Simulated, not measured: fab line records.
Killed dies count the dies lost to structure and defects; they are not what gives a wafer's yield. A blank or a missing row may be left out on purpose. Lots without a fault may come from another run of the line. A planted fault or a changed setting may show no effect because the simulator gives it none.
Struck lot and sound lot, side by side	flow n5Finfet	14 steps out of a route of 1938
Sound: these wafers, L379.1, L379.2, L379.6. Struck: wafer L376.3. (L376.1 of the same lot was not struck and is left out.) The cause comes at the end.
At each step with rows: each side's tool, then ch and its chambers, then its first start. Under that, the readings that differ: sound wafers	struck wafers	difference of the means	sigmas: that difference in standard deviations of wafers without a fault.
alike: same words and numbers on both sides, and readings whose means sit less than 2 such deviations apart. not compared: any withheld reading, any reading some wafer has no value for, any bound like >300 that may hide the same value, and any number with overlapping values for which the record gives no deviation.
The two part at a step that has a row with sigmas, a row that says differs or no value, or rows on one side only. Non-overlapping numbers with no deviation appear without sigmas and do not part them. A reading that every wafer of one side lacks parts them only if that side has two wafers or more.

first, 2 steps without rows for these wafers: N5_BEOL_M15_PRECLEAN_39 (cleans in residue remover, time 60 s); N5_BEOL_M15_SRD_40 (time 30 s, dry time 30 s).
N5_BEOL_M15_DEGAS_41: time 60 s.
  sound on pvdSputter-01, day 15 19:02; struck on pvdSputter-03, day 15 20:55
  alike: heaterPowerW
N5_BEOL_M15_PRE_CLEAN_42: time 30 s.
  sound on pvdSputter-01, day 15 19:05; struck on pvdSputter-03, day 15 20:57
  alike: heaterPowerW
then, 1 step without rows for these wafers: N5_BEOL_M15_SPUTTER_43 (material TaN, target thk 15 nm, time 24.19 s).
N5_BEOL_M15_SPUTTER_44: material Ta, target thk 15 nm, time 24.19 s.
  sound on pvdSputter-01, day 15 19:13; struck on pvdSputter-03, day 15 21:04
  alike: biasV, throttleValvePct
N5_BEOL_M15_SPUTTER_45: material Cu, target thk 100 nm, time 16.67 s.
  sound on pvdSputter-01, day 15 19:18; struck on pvdSputter-03, day 15 21:09
  alike: biasV, chuckGasFlowSccm, throttleValvePct
then, 1 step without rows for these wafers: N5_BEOL_M15_ECD_47 (material Cu, target thk 1860 nm).
N5_BEOL_M15_ANNEAL_48: time 90 s.
  sound on rtpAnneal-02 ch 0, day 15 19:40; struck on rtpAnneal-01 ch 0, day 15 21:31
  alike: wafer_temp_C_max
then, 1 step without rows for these wafers: N5_BEOL_M15_CMP_49 (polishes, stops on SiO2, t overpolish 4.9 s, target thk 850 nm).
N5_BEOL_M15_THK_MEAS_50: measures by xrf.
  sound on filmMetro-02, day 15 20:15; struck on filmMetro-02, day 15 22:06
  alike: M15_THK
then, 1 step without rows for these wafers: N5_BEOL_M15_PRE_CLEAN_52 (time 15 s).
N5_BEOL_M15_DEP_53: deposits SiCN from 3MS/NH3, target thk 50 nm, time 17.8 s.
  sound on pecvd-04 ch 0,1,2, day 15 20:19; struck on pecvd-02 ch 2, day 15 22:10
reading	sound	struck	difference	sigmas
throttleValvePct (%)	18.2 19.7 17.6	16.5	-2.0	-2
model.SiCN_of_BEOL_M15_DEP_53.thkNm (nm)	48.8 49.6 50.4	47.2	-2.4	
  alike: showerheadPlenumPTorr
N5_BEOL_M15_RS_MEAS_54: the measuring method here is four-point-probe.
  sound on filmMetro-01, day 15 20:23; struck on filmMetro-02, day 15 22:14
  alike: M15_RS

== WHERE THEY PART ==
Only at N5_BEOL_M15_DEP_53, within this record. Later steps at which nothing parts them and some readings are alike: N5_BEOL_M15_RS_MEAS_54.

WHY: whatever the simulator had introduced
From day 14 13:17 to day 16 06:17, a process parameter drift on pecvd-02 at N5_BEOL_M15_DEP_53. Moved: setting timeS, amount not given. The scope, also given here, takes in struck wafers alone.
